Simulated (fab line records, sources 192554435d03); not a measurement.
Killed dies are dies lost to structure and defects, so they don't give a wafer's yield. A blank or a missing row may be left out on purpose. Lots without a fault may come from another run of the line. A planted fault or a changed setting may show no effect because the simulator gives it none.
Which tool did it? | flow n5_finfet | 9 lots, 27 wafers sampled, at 5 steps of a route of 1938

WHAT THE GAUGES READ, wafer by wafer
N5_BEOL_M4_RC_MEAS_101.
lot  | measured     | on        | DIBL_N (mV/V)  | DIBL_P (mV/V)  | IOFF_N (nA/um) | IOFF_P (nA/um)    | IOFF_P_85C (nA/um) | IOFF_P_LIN (nA/um)   | IOFF_P_LONG (nA/um)        | ION_N (uA/um) | ION_P (uA/um) | SS_N (mV/dec)  | SS_P (mV/dec)  | VT_N (mV)   | VT_N_LVT (mV) | VT_P (mV)      | VT_P_LONG (mV)
L232 | day 9 20:14  | prober-01 | 37.3 37.0 39.7 | 36.5 36.0 37.1 | 0.18 0.16 0.23 | 0.22 0.20 0.23    | 3.7 3.5 3.9        | 0.102 0.096 0.103    | 0.000109 0.000108 0.000105 | 679 680 675   | 461 460 452   | 71.7 71.1 72.8 | 73.2 72.8 73.7 | 246 250 244 | 94 97 94      | -251 -249 -251 | -278 -275 -276
L233 | day 10 05:55 | prober-01 | 34.8 34.6 35.2 | 34.7 34.8 35.8 | 0.15 0.13 0.15 | 0.20 0.21 0.23    | 3.6 3.6 3.9        | 0.099 0.099 0.106    | 0.000107 0.000113 0.000108 | 662 657 673   | 461 454 464   | 71.6 70.7 71.5 | 72.5 71.8 72.8 | 251 253 251 | 99 102 99     | -249 -252 -249 | -273 -277 -277
L234 | day 11 08:37 | prober-01 | 38.3 40.4 38.5 | 37.3 39.3 36.5 | 0.18 0.24 0.20 | 0.23 0.27 0.22    | 4.0 4.6 3.9        | 0.104 0.116 0.100    | 0.000104 0.000101 9.7e-05  | 684 692 680   | 461 472 458   | 72.0 72.4 72.6 | 73.8 74.3 74.3 | 250 246 248 | 96 93 95      | -252 -249 -250 | -275 -278 -275
L236 | day 11 00:52 | prober-01 | 37.7 34.9 36.2 | 38.4 36.7 37.5 | 0.19 0.14 0.16 | 54.53 44.98 48.87 | 390.1 330.0 353.5  | 24.644 21.152 22.742 | 0.021776 0.021758 0.020814 | 688 677 677   | 674 662 656   | 72.3 70.8 72.2 | 73.5 73.6 72.3 | 248 253 248 | 248 254 250   | -94 -97 -95    | -121 -123 -122
L237 | day 11 09:40 | prober-02 | 34.9 35.7 36.9 | 35.1 34.9 37.1 | 0.13 0.14 0.17 | 34.50 34.02 39.82 | 260.9 258.1 292.5  | 16.672 16.445 18.302 | 0.018031 0.017849 0.018014 | 673 672 686   | 652 648 657   | 70.6 71.3 71.6 | 73.0 73.2 74.1 | 251 253 250 | 252 252 247   | -104 -104 -101 | -127 -128 -127
L238 | day 11 09:52 | prober-01 | 38.3 38.2 35.9 | 38.9 39.0 36.5 | 0.21 0.21 0.16 | 57.70 57.39 46.91 | 395.0 395.1 334.1  | 23.987 24.411 21.019 | 0.019078 0.019187 0.019517 | 691 691 681   | 667 672 666   | 71.7 71.4 71.6 | 74.6 74.2 72.9 | 247 246 251 | 246 246 249   | -95 -95 -97    | -128 -126 -124
L244 | day 13 01:27 | prober-01 | 35.4 37.0 35.2 | 37.3 37.7 37.1 | 0.16 0.17 0.15 | 0.21 0.22 0.21    | 3.6 3.8 3.6        | 0.101 0.106 0.100    | 0.0001 0.000109 9.9e-05    | 681 682 682   | 464 465 461   | 71.1 70.8 71.0 | 73.6 73.7 73.0 | 248 248 250 | 99 99 100     | -250 -249 -249 | -274 -278 -277
L246 | day 13 07:12 | prober-02 | 37.5 38.9 35.0 | 38.7 40.3 35.1 | 0.20 0.23 0.14 | 0.28 0.30 0.22    | 4.6 4.9 3.7        | 0.128 0.134 0.107    | 0.000132 0.000126 0.000127 | 681 696 660   | 473 471 468   | 72.4 72.0 71.2 | 74.4 74.2 73.2 | 244 245 251 | 95 95 100     | -247 -243 -249 | -268 -272 -274
L247 | day 14 00:20 | prober-01 | 39.1 37.7 39.5 | 38.5 37.1 39.5 | 0.18 0.16 0.19 | 0.23 0.22 0.26    | 4.1 3.9 4.6        | 0.107 0.104 0.120    | 0.000106 0.000107 0.0001   | 663 659 681   | 460 458 467   | 71.9 72.1 72.8 | 74.1 73.7 73.8 | 251 252 251 | 98 98 97      | -249 -248 -247 | -277 -276 -272

WHICH TOOL RAN EACH LOT (tool, then ch and the chambers of the sampled wafers, then the start)
lot  | N5_SDB_DESCUM_16                  | N5_SDB_STRIP_22                     | N5_DUMMY_REMOVAL_STRIP_10         | N5_HKMG_FIN_ALD_75
L232 | rie_diel-02 ch 0,1, day 5 23:11   | plasma_asher-01 ch 0,1, day 5 23:29 | rie_diel-01 ch 1,2, day 6 03:23   | ald_hk-01 ch 0,2,3, day 6 04:31
L233 | rie_diel-02 ch 1,2,3, day 6 07:50 | plasma_asher-01 ch 0,1, day 6 08:08 | rie_diel-03 ch 1,2,3, day 6 11:46 | ald_hk-03 ch 1,3, day 6 12:48
L234 | rie_diel-05 ch 0,1,3, day 6 16:10 | plasma_asher-02 ch 0,1, day 6 16:28 | rie_diel-03 ch 2,3, day 6 20:24   | ald_hk-03 ch 0,1,2, day 6 21:43
L236 | rie_diel-05 ch 0,1,2, day 6 23:28 | plasma_asher-02 ch 0,1, day 6 23:46 | rie_diel-01 ch 0,1,3, day 7 03:35 | ald_hk-01 ch 0,2,3, day 7 04:47
L237 | rie_diel-05 ch 0,2, day 7 03:59   | plasma_asher-02 ch 0,1, day 7 04:17 | rie_diel-06 ch 1,2, day 7 07:54   | ald_hk-03 ch 0,1,2, day 7 09:05
L238 | rie_diel-02 ch 1,2,3, day 7 07:44 | plasma_asher-02 ch 0,1, day 7 08:02 | rie_diel-01 ch 0,1,3, day 7 11:57 | ald_hk-02 ch 0,1,3, day 7 13:08
L244 | rie_diel-02 ch 1,2, day 8 18:29   | plasma_asher-01 ch 0,1, day 8 18:50 | rie_diel-06 ch 2,3, day 8 22:51   | ald_hk-03 ch 0,1,3, day 8 23:56
L246 | rie_diel-05 ch 1,2,3, day 9 03:20 | plasma_asher-02 ch 0,1, day 9 03:38 | rie_diel-01 ch 0,1,2, day 9 07:14 | ald_hk-01 ch 1,2,3, day 9 08:14
L247 | rie_diel-02 ch 0,1,3, day 9 11:58 | plasma_asher-02 ch 0,1, day 9 12:19 | rie_diel-06 ch 0,2,3, day 9 16:01 | ald_hk-03 ch 0,1, day 9 17:04
- N5_SDB_DESCUM_16: chemistry O2, time 7.9 s.
- N5_SDB_STRIP_22: strips in N2/H2.
- N5_DUMMY_REMOVAL_STRIP_10: strips in N2/H2, time 40 s.
- N5_HKMG_FIN_ALD_75: deposits Al2O3, target thk 1 nm, co reactant pulse time 1 s.

WHAT THE TOOLS THEMSELVES READ (means of the sampled wafers that have a number; where no wafer has one, the mark that the record gives instead)
N5_SDB_DESCUM_16.
lot  | tool        | drypump_motor_current_A (A) | oes_product_au (a.u.) | rf_vpp_V (V) | showerhead_plenum_p_Torr (Torr) | throttle_valve_pct (%)
L232 | rie_diel-02 | 5.2                         | 0.86                  | 243.1        | 2.10                            | 20.27
L233 | rie_diel-02 | 5.4                         | 0.87                  | 244.1        | 2.15                            | 20.29
L234 | rie_diel-05 | 5.4                         | 0.84                  | 244.4        | 2.10                            | 20.17
L236 | rie_diel-05 | 5.5                         | 0.76                  | 243.8        | 2.09                            | 20.26
L237 | rie_diel-05 | 5.6                         | 0.75                  | 244.5        | 2.16                            | 20.27
L238 | rie_diel-02 | 5.4                         | 0.85                  | 243.7        | 2.14                            | 20.30
L244 | rie_diel-02 | 5.6                         | 0.76                  | 244.1        | 2.15                            | 20.38
L246 | rie_diel-05 | 5.7                         | 0.78                  | 243.8        | 2.12                            | 20.31
L247 | rie_diel-02 | 5.4                         | 0.81                  | 242.5        | 2.08                            | 20.32

N5_SDB_STRIP_22.
lot  | tool            | drypump_motor_current_A (A) | h2_flow_sccm (sccm) | heater_power_w (W) | oes_product_au (a.u.) | strip_time_to_endpoint_s (s)
L232 | plasma_asher-01 | 5.48                        | 3250                | 379                | 0.716                 | 96.4
L233 | plasma_asher-01 | 5.70                        | 3249                | 371                | 0.714                 | 96.3
L234 | plasma_asher-02 | 5.84                        | 3254                | 321                | 0.717                 | 96.8
L236 | plasma_asher-02 | 5.90                        | 3248                | 317                | 0.718                 | 97.1
L237 | plasma_asher-02 | 5.84                        | 3252                | 320                | 0.715                 | 96.8
L238 | plasma_asher-02 | 5.86                        | 3254                | 317                | 0.717                 | 95.9
L244 | plasma_asher-01 | 5.49                        | 3249                | 381                | 0.717                 | 96.9
L246 | plasma_asher-02 | 5.88                        | 3259                | 315                | 0.716                 | 96.3
L247 | plasma_asher-02 | 5.86                        | 3246                | 320                | 0.717                 | 96.3

N5_DUMMY_REMOVAL_STRIP_10.
lot  | tool        | drypump_motor_current_A (A) | h2_flow_sccm (sccm) | oes_product_au (a.u.) | rf_vpp_V (V) | showerhead_plenum_p_Torr (Torr) | throttle_valve_pct (%)
L232 | rie_diel-01 | 5.9                         | 298.5               | 0.72                  | 45.3         | 3.31                            | 12.2
L233 | rie_diel-03 | 5.7                         | 299.0               | 0.76                  | 45.9         | 3.44                            | 12.2
L234 | rie_diel-03 | 5.7                         | 299.9               | 0.72                  | 44.9         | 3.43                            | 12.6
L236 | rie_diel-01 | 5.8                         | 300.7               | 0.78                  | 45.1         | 3.39                            | 12.1
L237 | rie_diel-06 | 5.7                         | 299.6               | 0.83                  | 45.5         | 3.40                            | 11.9
L238 | rie_diel-01 | 5.7                         | 300.3               | 0.78                  | 45.5         | 3.39                            | 12.1
L244 | rie_diel-06 | 5.3                         | 300.2               | 0.79                  | 45.2         | 3.48                            | 12.3
L246 | rie_diel-01 | 5.7                         | 299.7               | 0.70                  | 45.1         | 3.35                            | 12.3
L247 | rie_diel-06 | 5.5                         | 300.0               | 0.81                  | 45.5         | 3.39                            | 12.2

N5_HKMG_FIN_ALD_75.
lot  | tool      | heater_power_outer_w (W) | heater_power_w (W) | precursor_pulse_height_rel
L232 | ald_hk-01 | 80                       | 153                | 1.010
L233 | ald_hk-03 | 78                       | 164                | 1.012
L234 | ald_hk-03 | 78                       | 155                | 1.017
L236 | ald_hk-01 | -                        | -                  | -
L237 | ald_hk-03 | -                        | -                  | -
L238 | ald_hk-02 | -                        | -                  | -
L244 | ald_hk-03 | 85                       | 171                | 0.990
L246 | ald_hk-01 | 82                       | 160                | 0.982
L247 | ald_hk-03 | 77                       | 156                | 1.015

THE ANSWER, worked out from the rows above alone
Rule: what is usual is taken from the lots themselves. Put in order of their means at a reading, lots are off if they are a third of the lots or fewer, leave a main group of 4 or more, and stand apart from it by a gap of 3 or more times the standard deviation of the main group's means; of several such gaps the widest counts. A main group whose means are all the same, to the digits that the tables above print for the reading, isn't used. A lot without any number at a reading at which 4 lots or more have one is off too. The other lots that the step has rows for count as sound. The gauges are gone through in route order, then the tools' own readings, and for those a lot's mean is taken as printed above. The first step at which some lot is off is used, and at that step the reading that is off furthest; a lot without a number counts as furthest.
Off: L236, L237, L238, at N5_BEOL_M4_RC_MEAS_101 (IOFF_P_LIN). The main group: mean 0.107 nA/um, standard deviation 0.0078.
A tool fits if, at a process step before that reading, it ran every lot that is off, and no sound lot after the first of them. The gauges at N5_BEOL_M4_RC_MEAS_101 aren't tried: what is off there is off at N5_HKMG_FIN_ALD_75 too, on other tools, and a gauge's error can't cause that. None of those tried fits.

WHAT THE SIMULATOR HAD PUT IN
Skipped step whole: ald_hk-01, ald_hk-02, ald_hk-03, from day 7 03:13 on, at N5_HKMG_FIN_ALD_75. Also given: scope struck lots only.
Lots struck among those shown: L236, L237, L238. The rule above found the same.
